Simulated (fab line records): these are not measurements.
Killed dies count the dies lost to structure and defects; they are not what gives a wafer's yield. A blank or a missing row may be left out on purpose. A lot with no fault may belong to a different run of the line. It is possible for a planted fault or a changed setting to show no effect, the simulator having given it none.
A struck lot beside a sound one | flow nand_harc | 15 steps out of a route of 1159
Sound: wafers L753.1, L753.5, L753.6. Struck: wafer L763.4 (left out: L763.1, L763.5 of the same lot, which were not struck); the cause appears at the end.
For every step that has rows: the tool of each side, followed by ch and its chambers, followed by its first start. Under that, the readings that differ: sound wafers | struck wafers | difference of the means | sigmas: that difference in standard deviations of wafers without a fault.
alike: a reading whose means differ by less than 2 such deviations, as well as words and numbers matching on both sides. not compared: withheld readings; readings where some wafer has no value; bounds like >300 that might hide an equal value; numbers whose values overlap and for which the record gives no deviation.
Wherever a step has rows on one side only, a row that says differs or no value, or a row with sigmas, the two part there. Numbers that have no deviation but don't overlap get no sigmas and don't part them. A reading missing from all wafers of one side parts the sides only when that side holds two or more wafers.

NHARC_P_CONTACT_ETCH_35: etches the open film in CF4, target depth 39 nm, time 65 s.
  sound on rie_diel-07 ch 1,2,3, day 5 19:56; struck on rie_diel-13 ch 1, day 8 17:07
  alike: drypump_motor_current_A, oes_product_au, rf_vpp_V, showerhead_plenum_p_Torr, throttle_valve_pct
  not compared: rf_hours_counter_h
then, 3 steps without rows for these wafers: NHARC_P_CONTACT_ETCH_36 (etches the open film in N2/H2, target depth 260 nm, time 406.25 s); NHARC_P_CONTACT_ETCH_18 (etches the open film in C4F8/O2/Ar, target depth 481 nm, time 240.5 s); NHARC_P_CONTACT_STRIP_37 (strips in C4F8/O2/Ar).
NHARC_P_CONTACT_ETCH_31: etches the open film in CH3F/O2, target depth 30 nm, time 85.7 s.
  sound on rie_diel-07 ch 0,3; struck on rie_diel-13 ch 2
  alike: drypump_motor_current_A, oes_product_au, rf_vpp_V, showerhead_plenum_p_Torr, throttle_valve_pct
  not compared: rf_hours_counter_h
NHARC_P_CONTACT_CD_MEAS_19:
  sound on cd_sem-03, day 5 20:42; struck on cd_sem-03, day 8 17:53
  alike: cd_nm
NHARC_P_CONTACT_STRIP_28: strips in O2.
  sound on rie_diel-13 ch 0,1,2, day 5 20:49; struck on rie_diel-07 ch 3, day 8 17:59
  reading                | sound                | struck | difference | sigmas
  throttle_valve_pct (%) | 17.034 17.050 17.040 | 17.020 | -0.021     | -2
  alike: drypump_motor_current_A, oes_product_au, rf_vpp_V, showerhead_plenum_p_Torr
  not compared: rf_hours_counter_h
then, 1 step without rows for these wafers: NHARC_P_CONTACT_STRIP_29 (strips in post etch residue remover, time 1200 s).
NHARC_P_CONTACT_DEGAS_38: time 60 s.
  sound on pvd_sputter-02, day 5 21:26; struck on pvd_sputter-03, day 8 18:36
  alike: heater_power_w, susceptor_temp_C
then, 2 steps without rows for these wafers: NHARC_P_CONTACT_PRE_CLEAN_39 (time 19.5 s); NHARC_P_CONTACT_PVD_32 (deposits Ti, target thk 5 nm, time 17.7 s).
NHARC_P_CONTACT_ALD_22: deposits TiN, target thk 3 nm, pulse time 1 s, ald cycles 150.
  sound on ald_metal-01 ch 0,1,3, day 5 21:43; struck on ald_metal-01 ch 1, day 8 18:50
  alike: heater_power_w, precursor_pulse_height_rel, susceptor_temp_C
NHARC_P_CONTACT_CVD_23: deposits W, target thk 200 nm, time 557 s.
  sound on cvd_w-02 ch 0,1, day 6 02:23; struck on cvd_w-01 ch 0, day 8 21:46
  reading              | sound                | struck | difference | sigmas
  heater_power_w (W)   | 463 483 461          | 399    | -70        | -2
  susceptor_temp_C (C) | 300.09 300.03 300.16 | 299.64 | -0.45      | -2
  alike: throttle_valve_pct
NHARC_P_CONTACT_CMP_24: polishes, t overpolish 30 s, target thk 200 nm.
  sound on cmp-04 ch 0,3, day 6 02:56; struck on cmp-04 ch 1, day 8 22:27
  reading                | sound          | struck | difference | sigmas
  time_to_endpoint_s (s) | 38.4 40.0 41.7 | 25.1   | -14.9      | -5
  alike: motor_current_A, overpolish_run_s
-- record jumps: 13 days between struck wafers' starts before vs after; left off in module P_CONTACT, resumes in module END, first step shown is number 1159 of the route --
NHARC_END_SORT_01:
  only the struck wafers appear in the record here, on prober-02 ch 0 at day 22 06:17; the sound ones have no rows

== WHERE THEY PART ==
First at NHARC_P_CONTACT_STRIP_28; last, within this record, at NHARC_END_SORT_01.

WHY: whatever the simulator had introduced
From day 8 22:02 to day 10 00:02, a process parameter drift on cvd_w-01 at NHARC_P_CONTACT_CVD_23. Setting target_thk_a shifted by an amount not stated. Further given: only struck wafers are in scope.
